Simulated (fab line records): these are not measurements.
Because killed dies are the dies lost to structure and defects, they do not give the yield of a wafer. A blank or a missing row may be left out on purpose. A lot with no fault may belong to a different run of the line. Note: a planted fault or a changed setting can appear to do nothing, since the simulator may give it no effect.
Matching of chambers | flow nand_harc | 4 sister chambers for NHARC_A_STAIRCASE_DESCUM_186 on rie_diel-12
The step chemistry O2, time 3 s. 4 wafers are shown with their chamber, then 12 later ones without.

== EACH WAFER AND ITS CHAMBER ==
wafer  | chamber | drypump_motor_current_A (A)
L091.2 | 1       | 5.3
L091.5 | 3       | 6.3
L092.1 | 0       | 5.7
L092.5 | 2       | 6.3

== WAFERS WHOSE CHAMBER IS MISSING ==
wafer  | drypump_motor_current_A (A)
L094.1 | 5.7
L094.2 | 5.4
L094.3 | 6.3
L095.1 | 5.4
L095.3 | 5.7
L095.4 | 6.3
L096.2 | 5.4
L096.4 | 6.3
L096.6 | 6.3
L097.1 | 5.4
L097.3 | 6.3
L097.4 | 5.7

== WHICH CHAMBER EACH ONE RAN IN ==
wafer  | from the rows above     | in truth
L094.1 | 0                       | 0
L094.2 | 1                       | 1
L094.3 | can't be placed: 2 or 3 | 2
L095.1 | 1                       | 1
L095.3 | 0                       | 0
L095.4 | can't be placed: 2 or 3 | 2
L096.2 | 1                       | 1
L096.4 | can't be placed: 2 or 3 | 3
L096.6 | can't be placed: 2 or 3 | 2
L097.1 | 1                       | 1
L097.3 | can't be placed: 2 or 3 | 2
L097.4 | 0                       | 0
7 of 12 placed correctly. Cannot be placed on the basis of these rows: 5; the candidates contain the true chamber in 5. 0 placed wrongly.
How it was worked out, from the rows above alone: a wafer's distance from a chamber is the root of the sum, over the readings, of the square of ((its reading less the chamber's mean) divided by the reading's scatter). The wafer belongs to the nearest chamber; if the next one is less than 2 further off, it can't be placed. Each chamber's mean is taken over the wafers shown for it. The scatter: with one shown wafer a chamber, the root of the mean of the squares of how far each hidden wafer lies from its nearest shown one.
